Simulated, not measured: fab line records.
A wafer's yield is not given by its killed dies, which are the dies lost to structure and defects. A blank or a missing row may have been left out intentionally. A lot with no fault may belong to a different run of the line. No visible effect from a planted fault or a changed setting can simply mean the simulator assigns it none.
fab line records ; flow nand-harc
[record] lots = 14; wafers = 42; last-day = 34
route steps=1302 shown A_M1@1179 A_BONDPAD@1226 END@1302
lots that met no fault: from a run of the same line without faults
start-h: hours from the record's first day to the start of the lot's first wafer shown ; wait-h: hours since the lot's step before ; " as in the row above ; L1.1+2: a single row standing in for several wafers ; - no value present, or no start provided ; * or withheld: withheld ; < > ~ a bound
route shown NAME@n: a module of which the file shows steps, and the number in the route of the first ; usual: mean/standard deviation of fault-free wafers ; same: alike in all rows ; chamber/n: place in a boat ; sites: each site's reading ; _std_site: the standard deviation of these ; _edge_site: outer sites' mean less inner sites' ; radius-mm: how far each site lies from the wafer's centre ; mask NAME#n: copy n ; behind: the most recent tool/chamber to have shaped the wafer ; hold: reason for holding the lot/hours on hold/outcome of the hold ; device: the transistor (n, p or np) that didn't switch ; end of line: at the end of the route, the tests of the same wafers ; for a step that has no rows: nothing shown but its recipe ; killed: the dies lost at the first sort to structure and to defects; this is not the yield of the wafer ; map: a wafer's dies, x killed, . not, _ none there
set.NAME: the setting as run; set.NAME@STEP: as run at that earlier step ; model.NAME: the simulator's own value behind a step, which no gauge read
one table for each step of the route and one row for each wafer, over a sample of lots
services: from which hour (start-h, from the record's first day; less than 0 if before it) a tool's chamber was out of use, for how many hours, and why
[[steps]]
[step NHARC_A_M1_CD_MEAS_09]
[recipe] target-cd-nm = 120; landing-energy-ev = 500
[usual] cd-nm = 119.9/0.53
lot.wafer;tool;chamber;start-h;wait-h;cd-nm
L967.2;cd-sem-02;0;522.94;-;120.2
L967.3;cd-sem-02;0;522.94;-;120.2
L967.5;cd-sem-02;0;522.94;-;120.2
L968.1;cd-sem-02;0;536.40;-;119.9
L968.2;cd-sem-02;0;536.40;-;119.8
L968.4;cd-sem-02;0;536.40;-;119.8
L969.1;cd-sem-02;0;536.83;-;120.0
L969.2;cd-sem-02;0;536.83;-;119.7
L969.6;cd-sem-02;0;536.83;-;120.6
L971.2;cd-sem-03;0;555.08;-;119.7
L971.3;cd-sem-03;0;555.08;-;119.9
L971.6;cd-sem-03;0;555.08;-;121.1
L972.1;cd-sem-03;0;562.43;-;120.7
L972.3;cd-sem-03;0;562.43;-;120.4
L972.6;cd-sem-03;0;562.43;-;120.3
L973.2;cd-sem-01;0;586.55;-;119.7
L973.3;cd-sem-01;0;586.55;-;120.1
L973.5;cd-sem-01;0;586.55;-;120.0
L975.2;cd-sem-03;0;627.66;-;120.5
L975.3;cd-sem-03;0;627.66;-;119.7
L975.4;cd-sem-03;0;627.66;-;119.6
L979.1;cd-sem-01;0;660.96;-;120.4
L979.5;cd-sem-01;0;660.96;-;119.9
L979.6;cd-sem-01;0;660.96;-;119.8
L982.3;cd-sem-02;0;681.68;-;119.7
L982.4;cd-sem-02;0;681.68;-;119.6
L982.6;cd-sem-02;0;681.68;-;119.6
L985.4;cd-sem-02;0;706.29;-;119.8
L985.5;cd-sem-02;0;706.29;-;119.6
L985.6;cd-sem-02;0;706.29;-;119.4
L987.1;cd-sem-03;0;716.36;-;119.8
L987.2;cd-sem-03;0;716.36;-;120.1
L987.3;cd-sem-03;0;716.36;-;120.0
L988.4;cd-sem-01;0;730.58;-;120.1
L988.5;cd-sem-01;0;730.58;-;118.7
L988.6;cd-sem-01;0;730.58;-;119.5
L990.2;cd-sem-02;0;760.23;-;120.4
L990.3;cd-sem-02;0;760.23;-;119.6
L990.5;cd-sem-02;0;760.23;-;119.0
L989.2;cd-sem-01;0;773.34;-;120.1
L989.3;cd-sem-01;0;773.34;-;120.0
L989.6;cd-sem-01;0;773.34;-;120.7
[step NHARC_A_M1_CD_MEAS_16]
[usual] cd-nm = 119.9/0.85
lot.wafer;tool;chamber;start-h;wait-h;cd-nm
L967.2;cd-sem-02;-;523.44;-;119.9
L967.3;cd-sem-02;-;523.44;-;119.1
L967.5;cd-sem-02;-;523.44;-;120.1
L968.1;cd-sem-01;-;536.94;-;119.1
L968.2;cd-sem-01;-;536.94;-;118.9
L968.4;cd-sem-01;-;536.94;-;119.4
L969.1;cd-sem-03;-;537.32;-;120.3
L969.2;cd-sem-03;-;537.32;-;120.1
L969.6;cd-sem-03;-;537.32;-;121.3
L971.2;cd-sem-02;-;555.57;-;120.1
L971.3;cd-sem-02;-;555.57;-;119.5
L971.6;cd-sem-02;-;555.57;-;121.1
L972.1;cd-sem-03;-;562.92;-;119.7
L972.3;cd-sem-03;-;562.92;-;120.3
L972.6;cd-sem-03;-;562.92;-;120.7
L973.2;cd-sem-02;-;587.04;-;120.1
L973.3;cd-sem-02;-;587.04;-;119.4
L973.5;cd-sem-02;-;587.04;-;119.6
L975.2;cd-sem-01;-;628.15;-;120.8
L975.3;cd-sem-01;-;628.15;-;120.0
L975.4;cd-sem-01;-;628.15;-;120.2
L979.1;cd-sem-01;-;661.45;-;121.0
L979.5;cd-sem-01;-;661.45;-;119.0
L979.6;cd-sem-01;-;661.45;-;120.1
L982.3;cd-sem-02;-;682.17;-;119.9
L982.4;cd-sem-02;-;682.17;-;118.8
L982.6;cd-sem-02;-;682.17;-;119.3
L985.4;cd-sem-01;-;706.80;-;120.6
L985.5;cd-sem-01;-;706.80;-;119.7
L985.6;cd-sem-01;-;706.80;-;119.2
L987.1;cd-sem-01;-;716.85;-;121.1
L987.2;cd-sem-01;-;716.85;-;119.7
L987.3;cd-sem-01;-;716.85;-;119.9
L988.4;cd-sem-01;-;731.07;-;120.5
L988.5;cd-sem-01;-;731.07;-;116.7
L988.6;cd-sem-01;-;731.07;-;120.7
L990.2;cd-sem-01;-;760.76;-;119.4
L990.3;cd-sem-01;-;760.76;-;120.3
L990.5;cd-sem-01;-;760.76;-;118.7
L989.2;cd-sem-02;-;773.83;-;120.4
L989.3;cd-sem-02;-;773.83;-;119.4
L989.6;cd-sem-02;-;773.83;-;119.5
[step NHARC_A_M1_PVD_21]
[recipe] target-thk-a = 300; chamber-pressure-pa = 5; power-w = 5000; substrate-temp-c = 30; time-s = 20.49; material = Cu
[usual] throttle-valve-pct = 29.7/0.97
lot.wafer;tool;chamber;start-h;wait-h;throttle-valve-pct
L967.3;pvd-sputter-02;-;524.40;-;27.8
L967.2;pvd-sputter-02;-;524.40;-;29.5
L967.5;pvd-sputter-02;-;524.40;-;27.7
L968.1;pvd-sputter-01;-;537.95;-;29.4
L968.4;pvd-sputter-01;-;537.95;-;30.6
L968.2;pvd-sputter-01;-;537.95;-;30.0
L969.1;pvd-sputter-02;-;538.26;-;27.7
L969.2;pvd-sputter-02;-;538.26;-;31.9
L969.6;pvd-sputter-02;-;538.26;-;29.6
L971.3;pvd-sputter-03;-;556.50;-;30.8
L971.2;pvd-sputter-03;-;556.50;-;29.4
L971.6;pvd-sputter-03;-;556.50;-;29.2
L972.3;pvd-sputter-03;-;563.88;-;28.9
L972.1;pvd-sputter-03;-;563.88;-;30.2
L972.6;pvd-sputter-03;-;563.88;-;29.5
L973.2;pvd-sputter-02;-;587.97;-;31.8
L973.3;pvd-sputter-02;-;587.97;-;29.5
L973.5;pvd-sputter-02;-;587.97;-;31.8
L975.2;pvd-sputter-03;-;629.09;-;30.1
L975.3;pvd-sputter-03;-;629.09;-;29.5
L975.4;pvd-sputter-03;-;629.09;-;31.1
L979.1;pvd-sputter-03;-;662.41;-;31.1
L979.6;pvd-sputter-03;-;662.41;-;30.0
L979.5;pvd-sputter-03;-;662.41;-;28.9
L982.4;pvd-sputter-01;-;683.14;-;29.9
L982.3;pvd-sputter-01;-;683.14;-;29.6
L982.6;pvd-sputter-01;-;683.14;-;28.2
L985.4;pvd-sputter-01;-;712.81;-;30.0
L985.6;pvd-sputter-01;-;712.81;-;29.7
L985.5;pvd-sputter-01;-;712.81;-;28.3
L987.1;pvd-sputter-01;-;717.92;-;29.9
L987.3;pvd-sputter-01;-;717.92;-;29.8
L987.2;pvd-sputter-01;-;717.92;-;29.7
L988.4;pvd-sputter-02;-;732.02;-;28.6
L988.5;pvd-sputter-02;-;732.02;-;31.2
L988.6;pvd-sputter-02;-;732.02;-;30.2
L990.2;pvd-sputter-02;-;761.70;-;31.5
L990.3;pvd-sputter-02;-;761.70;-;29.7
L990.5;pvd-sputter-02;-;761.70;-;30.1
L989.2;pvd-sputter-01;-;774.77;-;29.1
L989.3;pvd-sputter-01;-;774.77;-;30.8
L989.6;pvd-sputter-01;-;774.77;-;30.0
[step NHARC_A_BONDPAD_PRE_CLEAN_26]
[recipe] time-s = 30; temp-c = 280; gas = H2/He
[usual] heater-power-w = 438/45
lot.wafer;tool;chamber;start-h;wait-h;heater-power-w
L967.3;pvd-sputter-01;-;-;-;453
L967.2;pvd-sputter-01;-;-;-;420
L967.5;pvd-sputter-01;-;-;-;451
L968.4;pvd-sputter-02;-;-;-;464
L968.2;pvd-sputter-02;-;-;-;439
L968.1;pvd-sputter-02;-;-;-;474
L969.1;pvd-sputter-01;-;-;-;463
L969.2;pvd-sputter-01;-;-;-;437
L969.6;pvd-sputter-01;-;-;-;447
L971.3;pvd-sputter-03;-;-;-;391
L971.2;pvd-sputter-03;-;-;-;452
L971.6;pvd-sputter-03;-;-;-;456
L972.3;pvd-sputter-01;-;-;-;433
L972.1;pvd-sputter-01;-;-;-;432
L972.6;pvd-sputter-01;-;-;-;577
L973.3;pvd-sputter-01;-;-;-;442
L973.2;pvd-sputter-01;-;-;-;535
L973.5;pvd-sputter-01;-;-;-;447
L975.2;pvd-sputter-01;-;-;-;431
L975.4;pvd-sputter-01;-;-;-;545
L979.1;pvd-sputter-02;-;-;-;435
L979.6;pvd-sputter-02;-;-;-;470
L982.4;pvd-sputter-01;-;-;-;536
L982.3;pvd-sputter-01;-;-;-;441
L982.6;pvd-sputter-01;-;-;-;426
L985.4;pvd-sputter-02;-;-;-;429
L985.5;pvd-sputter-02;-;-;-;423
L985.6;pvd-sputter-02;-;-;-;425
L987.3;pvd-sputter-03;-;-;-;408
L987.2;pvd-sputter-03;-;-;-;365
L987.1;pvd-sputter-03;-;-;-;418
L988.4;pvd-sputter-03;-;-;-;410
L988.6;pvd-sputter-03;-;-;-;401
L988.5;pvd-sputter-03;-;-;-;379
L990.2;pvd-sputter-03;-;-;-;399
L990.3;pvd-sputter-03;-;-;-;393
L990.5;pvd-sputter-03;-;-;-;425
L989.2;pvd-sputter-01;-;-;-;433
L989.3;pvd-sputter-01;-;-;-;455
L989.6;pvd-sputter-01;-;-;-;428
[step NHARC_END_SORT_01]
[recipe] temp-c = 25
[usual] defect-limited-yield = 89.8/2.4; killed-at-array = 64/16; killed-at-other = 1.0/1.1; killed-at-periphery = 3.5/2.3; killed-dies = 69/17; killed-open = 3.2/1.6; killed-short = 2.4/1.6
[same] gross-dies = 677
lot.wafer;tool;chamber;start-h;wait-h;defect-limited-yield[%];killed-at-array;killed-at-other;killed-at-periphery;killed-dies;killed-open;killed-short
L975.2;prober-01;0;664.88;2.8;90.0;64;1;3;68;5;1
L975.3;prober-01;0;665.66;3.1;0;675;0;2;677;4;2
L975.4;prober-01;0;666.45;3.4;91.9;50;3;2;55;4;0
L979.1;prober-01;0;699.19;2.5;93.1;44;2;1;47;2;1
L979.5;prober-01;0;702.41;3.7;0;673;1;3;677;7;2
L979.6;prober-01;0;703.21;4.0;91.7;51;1;4;56;3;1
// killed by level:class
L975.2 A_CHANNEL_HOLE_D1:chamber-film-flake=34 A_CHANNEL_HOLE_D2:chamber-film-flake=18 A_CHANNEL_FILL_D1:chamber-film-flake=3 P_M2:chamber-film-flake=2 A_CONTACT:chamber-film-flake=2 P_CONTACT:geometric-particle:open=1 A_CHANNEL_FILL_D1:geometric-particle:short=1 A_CHANNEL_HOLE_D2:geometric-particle:open=1
L975.3 A_M1:area-pvd=613 A_CHANNEL_HOLE_D1:chamber-film-flake=33 A_CHANNEL_HOLE_D2:chamber-film-flake=19 A_CHANNEL_FILL_D2:geometric-particle:short=2 A_SGD_CUT:geometric-particle:open=2 P_CONTACT:geometric-particle:open=1 A_WL_FILL:geometric-particle:open=1 P_STI:chamber-film-flake=1
L975.4 A_CHANNEL_HOLE_D1:chamber-film-flake=27 A_CHANNEL_HOLE_D2:chamber-film-flake=13 A_SLIT:chamber-film-flake=3 THIN_TSV:chamber-film-flake=3 A_ZERO_WELL:chamber-film-flake=2 P_CONTACT:geometric-particle:open=1 A_SGD_CUT:geometric-particle:open=1 A_M0:geometric-particle:open=1
L979.1 A_CHANNEL_HOLE_D2:chamber-film-flake=23 A_CHANNEL_HOLE_D1:chamber-film-flake=10 A_CONTACT:chamber-film-flake=6 A_SLIT:chamber-film-flake=2 THIN_TSV:chamber-film-flake=2 P_M0:geometric-particle:short=1 A_CHANNEL_HOLE_D2:geometric-particle:open=1 A_WL_FILL:geometric-particle:open=1
L979.5 A_M1:area-pvd=616 A_CHANNEL_HOLE_D2:chamber-film-flake=29 A_CHANNEL_HOLE_D1:chamber-film-flake=7 A_CONTACT:chamber-film-flake=7 A_SLIT:chamber-film-flake=4 A_DECK1_JOINT:chamber-film-flake=3 A_ONON_D2:geometric-particle:open=2 P_CONTACT:geometric-particle:open=1
L979.6 A_CHANNEL_HOLE_D2:chamber-film-flake=22 A_CHANNEL_HOLE_D1:chamber-film-flake=13 A_SLIT:chamber-film-flake=4 A_STAIRCASE:chamber-film-flake=3 A_CONTACT:chamber-film-flake=3 A_ONON_D2:geometric-particle:open=2 P_ZERO_WELL:chamber-film-flake=2 P_GATE:chamber-film-flake=2
[[services]]
tool;chamber;start-h;hours;kind
pvd-sputter-01;-;516.14;1.1;repair
pvd-sputter-03;-;523.79;1.2;repair
pvd-sputter-03;-;525.76;8.1;repair
pvd-sputter-01;-;582.00;10.0;pm
pvd-sputter-01;-;626.33;3.5;repair
pvd-sputter-02;-;638.00;10.0;pm
pvd-sputter-01;-;642.65;4.3;repair
pvd-sputter-01;-;656.88;5.1;repair
pvd-sputter-02;-;672.48;18.2;repair
pvd-sputter-01;-;701.68;6.0;repair
pvd-sputter-03;-;711.81;10.0;pm
pvd-sputter-01;-;760.00;10.0;pm
pvd-sputter-02;-;772.51;1.2;repair
[[key]]
[first-sign] step = NHARC_END_SORT_01; reading = killed-at-array; direction = up; sigmas = 37; usual = 64; struck = 674
[effect] step = NHARC_END_SORT_01; reading = defect-limited-yield; direction = down; sigmas = 37; usual = 89.8; struck = 0
[more-kills-born-at] NHARC_A_M1_PVD_21@pvd-sputter-03 = 1229
met-at NHARC_A_M1_PVD_21
struck-lots L975,L979
struck-wafers L975.3,L979.5
later-rows-left-out L975.3,L979.5
not-acting-at NHARC_A_M1_CD_MEAS_09,NHARC_A_M1_CD_MEAS_16,NHARC_A_BONDPAD_PRE_CLEAN_26
onset-between 563.88 629.09
[fault] kind = process-parameter-drift; tool = pvd-sputter-03; chamber = -; onset-h = 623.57; steps = NHARC_A_M1_PVD_21; channel = target-thk-a; offset = *; shape = step; end-h = 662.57; scope = struck-wafers-only; acts-in = *; stated = *
// later-rows-left-out: the simulator's readings of these wafers behind a module that went badly wrong aren't trusted and aren't shown, but for the sort
